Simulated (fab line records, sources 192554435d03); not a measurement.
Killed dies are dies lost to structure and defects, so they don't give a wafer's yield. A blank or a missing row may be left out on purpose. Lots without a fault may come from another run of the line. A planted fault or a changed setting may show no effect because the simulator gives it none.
Problem report in the 8D (eight disciplines) form, filled by code | flow n5_finfet | the parts of the form that need people (team, actions taken, sign-off) are left out
Where a reading is given only as a bound, like >300, the bound stands for it, and a mean or a difference that rests on one is marked > or <: the true number lies beyond.

1. THE PROBLEM
raw_defect_count at N5_HKMG_FIN_INSPECT_14 reads a mean of >300 on 6 wafers of 2 lots; wafers without a fault read 2.1 with a standard deviation of 1.3. That is +99 or more standard deviations from the usual mean.
The step: inspects for defects (macro).
First seen on wafer L423.1, day 7 16:52, on defect_inspect-02. The record holds 27 wafers of 9 lots with a number at this step. Rule for "out", or "out of limits": more than 4 standard deviations from the usual mean. The other wafers with a number count as sound.

2. WHAT IT IS AND WHAT IT IS NOT
question                    | is                     | is not
which readings at this step | raw_defect_count       | -
which lots                  | L423, L426             | L409, L411, L414, L416, L429, L430, L431
which wafers of those lots  | all that have a number | -
read on which gauges        | defect_inspect-02      | defect_inspect-01
when                        | from day 7 16:52       | up to then (12 sound wafers); but 9 sound wafers of L429, L430, L431 came after

3. SUSPECTS, AND WHAT RULES EACH OUT
Counting: a tool at a process step up to the reading stays a suspect if it ran every lot that is out and no sound lot after the first of them.
- the gauge at N5_HKMG_FIN_INSPECT_14: ruled out. All the wafers that are out were read on defect_inspect-02, but those of them that N5_PASSIVATION_PROBE_49 has rows for are out there too, on other tools.
- wet_bench-04 at N5_HKMG_FIN_WET_ETCH_77 (etches La2O3 in dHCl, stops on HfO2, target depth 2 nm): kept. It ran every lot that is out, first L423 (day 7 14:43), and no sound lot after that; its last sound lot up to then is L416 (day 5 19:55).
- ald_metal-01 at N5_HKMG_FIN_ALD_79 (deposits TiN, target thk 1.5 nm, pulse time 1 s, purge time 3 s): ruled out as a lasting fault. Sound lots L429, L430 ran on it after its first lot that is out, L423 (day 7 14:49).
Left after counting: wet_bench-04 at N5_HKMG_FIN_WET_ETCH_77.

4. THE CAUSE (what the simulator had put in)
Chamber particle source: wet_bench-04, from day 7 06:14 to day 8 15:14, at N5_HKMG_FIN_WET_ETCH_77. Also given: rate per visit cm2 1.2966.
Counting left only this tool.

5. THE CHAIN OF EFFECTS, in route order
Each row: a reading whose mean over the struck wafers that have a number lies more than 3 standard deviations from the usual. Only readings for which the record gives a usual standard deviation are gone through. hours: the time from each lot's start at the first step in this table that gives one to its start at this step, as a median over the lots. sigmas: the change in usual standard deviations.
hours | step                    | reading              | usual  | on struck wafers | change | sigmas
0     | N5_HKMG_FIN_INSPECT_14  | raw_defect_count     | 2.1    | >300             | >+298  | +99 or more
222   | N5_PASSIVATION_PROBE_49 | defect_limited_yield | 91.2 % | 81.7             | -9.5   | -6.3
222   | N5_PASSIVATION_PROBE_49 | killed_at_front_end  | 40     | 160              | +120   | +9.2
222   | N5_PASSIVATION_PROBE_49 | killed_dies          | 104    | 216              | +112   | +6.6
222   | N5_PASSIVATION_PROBE_49 | sort_bin_5_function  | 5.2 %  | 11.1             | +5.9   | +6.2
222   | N5_PASSIVATION_PROBE_49 | sort_n_pass          | 1076   | 964              | -112   | -6.6
222   | N5_PASSIVATION_PROBE_49 | sort_yield_pct       | 91.2 % | 81.7             | -9.5   | -6.3
The process steps in it:
- N5_PASSIVATION_PROBE_49
Later measuring or inspecting steps at which every struck wafer that the step has a row for has a number for every such reading, and none has moved that far: N5_BEOL_M4_RC_MEAS_101.

6. WHAT WOULD HAVE CAUGHT IT SOONER
In this record the first reading out of limits at a measuring or inspecting step was taken at day 7 16:52, 11 hours after the fault began at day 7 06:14.
Of the lots that are out (2), L426 began N5_HKMG_FIN_WET_ETCH_77 on wet_bench-04 after day 7 16:52. A hold on the tool at that time would have spared it.
